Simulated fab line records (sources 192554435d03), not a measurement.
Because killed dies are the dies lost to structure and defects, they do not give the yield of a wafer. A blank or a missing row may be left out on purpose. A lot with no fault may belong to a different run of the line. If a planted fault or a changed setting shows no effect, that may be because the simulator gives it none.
Lot-split experiment | flow n5Finfet | on a route of 1938 steps: 7 lots, 21 wafers read

== ON THE SPLIT ==
At N5_SD_EPI_N_EPI_21 (deposits Si:P, time 690 s), the setting epiGrowthTimeS was moved away from the recipe's 690 s on 12 of the 21 wafers read, by -5.1% to +9.7%. All remaining wafers had this setting at the recipe value.

== FROM THE SPLIT TO THE READING: what the file shows between them, 6 steps ==
- N5_SD_EPI_N_EPI_MEAS_23
- N5_SD_EPI_P_COAT_34: time 60 s, resist thk 350 nm (also split here: tempC)
- N5_SD_EPI_P_COAT_35: time 60 s, resist thk 35 nm
- N5_SD_EPI_P_COAT_03: resist thk 150 nm
- N5_SD_ACTIVATION_RTA_00: time 0 s
- N5_SD_ACTIVATION_LSA_01: time 0.0008 s

== THE READING ==
RS_SD_N in ohm/sq, measured at N5_SD_ACTIVATION_RS_MEAS_03 by four-point-probe. Typical for fault-free wafers on this fab line: 21.9 ohm/sq, with standard deviation 0.31 ohm/sq.

wafer  | tool, chamber at the split | epiGrowthTimeS as run, s | against the recipe | RS_SD_N, ohm/sq | against lot-mates on the recipe
L076.1 | epiRpcvd-01, 0             | 690                      | recipe             | 21.5            | -
L076.2 | epiRpcvd-01, 0             | 757                      | +9.7%              | 20.2            | -1.3
L076.6 | epiRpcvd-01, 0             | 757                      | +9.7%              | 20.5            | -1.0
L077.2 | epiRpcvd-03, 0             | 690                      | recipe             | 22.0            | -
L077.4 | epiRpcvd-03, 0             | 690                      | recipe             | 22.2            | -
L077.5 | epiRpcvd-03, 0             | 690                      | recipe             | 22.2            | -
L081.4 | epiRpcvd-04, 0             | 668.8                    | -3.1%              | 22.3            | no lot-mate on the recipe
L081.5 | epiRpcvd-04, 0             | 668.8                    | -3.1%              | 21.9            | no lot-mate on the recipe
L081.6 | epiRpcvd-04, 0             | 668.8                    | -3.1%              | 22.4            | no lot-mate on the recipe
L080.2 | epiRpcvd-04, 0             | 690                      | recipe             | 22.3            | -
L080.5 | epiRpcvd-04, 0             | 731.9                    | +6.1%              | 21.1            | -1.2
L080.6 | epiRpcvd-04, 0             | 690                      | recipe             | 22.4            | -
L084.1 | epiRpcvd-03, 0             | 690                      | recipe             | 21.7            | -
L084.4 | epiRpcvd-03, 0             | 671.4                    | -2.7%              | 21.9            | +0.2
L084.5 | epiRpcvd-03, 0             | 671.4                    | -2.7%              | 22.2            | +0.5
L085.2 | epiRpcvd-01, 0             | 654.6                    | -5.1%              | 22.4            | +0.6
L085.3 | epiRpcvd-01, 0             | 690                      | recipe             | 21.8            | -
L085.5 | epiRpcvd-01, 0             | 654.6                    | -5.1%              | 22.7            | +0.9
L095.1 | epiRpcvd-04, 0             | 729.1                    | +5.7%              | 21.6            | -1.0
L095.2 | epiRpcvd-04, 0             | 690                      | recipe             | 22.6            | -
L095.5 | epiRpcvd-04, 0             | 729.1                    | +5.7%              | 21.5            | -1.1

THE FIT
A straight line over all 21 wafers: RS_SD_N changes by -0.129 ohm/sq for each +1% of epiGrowthTimeS; r = -0.87; the points scatter about the line by 0.33 ohm/sq.
The same after taking each lot's own level away (the mean of its wafers on the recipe; 18 wafers): -0.143 ohm/sq for each +1%; r = -0.96; scatter 0.18 ohm/sq.
The reading moves by 1.4 ohm/sq for the largest change in epiGrowthTimeS, on that fit.
The lots' own levels span 21.50 to 22.60 ohm/sq, that is 3.5 times the standard deviation above.
The two slopes agree, so the slope changes little with the lot-to-lot level.
Check: with one of the wafers moved furthest among these (+9.7%) left out of the fit, the line predicts -1.45 ohm/sq for it against its lot-mates. Against them it came out at -1.3 ohm/sq.

== OTHER SPLITS ON THESE WAFERS ==
These wafers also went through other splits before the reading. Each is held against what the fit with the lots' levels taken away leaves over:
other split on the same wafers      | wafers away from the commonest value | r with RS_SD_N (lot level and that fit taken away)
N5_WELL_APT_COAT_02 spinRpm         | 6                                    | +0.47
N5_FIN_SAQP_PECVD_06 timeS          | 7                                    | +0.05
N5_FIN_SAQP_DEVELOP_15 developTimeS | 9                                    | +0.14
N5_FIN_CUT_ETCH_21 biasW            | 10                                   | +0.15
N5_FIN_CUT_CUT_ETCH_26 timeS        | 6                                    | -0.17
N5_DUMMY_GATE_COAT_28 spinRpm       | 6                                    | +0.01
N5_SD_EPI_P_COAT_34 tempC           | 8                                    | -0.37

== THE WHOLE CHAIN: every reading that the file lists as answering this split, in the file's order ==
step                        | what it does                 | reading                                                                        | change (the file's fit)               | r (the file's)
N5_SD_EPI_N_EPI_21          | deposits Si:P, time 690 s    | Si-P_of_SD_EPI_N_EPI_21.thkNm (the simulator's own value, which no gauge read) | +0.415 nm for each +1% of the setting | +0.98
N5_SD_EPI_N_EPI_MEAS_23     |                              | thkNm                                                                          | withheld for each +1% of the setting  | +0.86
N5_SD_ACTIVATION_RS_MEAS_03 | measures by four-point-probe | RS_SD_N                                                                        | -0.147 for each +1% of the setting    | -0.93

== THE FILE'S OWN FIT ==
RS_SD_N changes by -0.147 ohm/sq for each +1% of epiGrowthTimeS, r = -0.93.
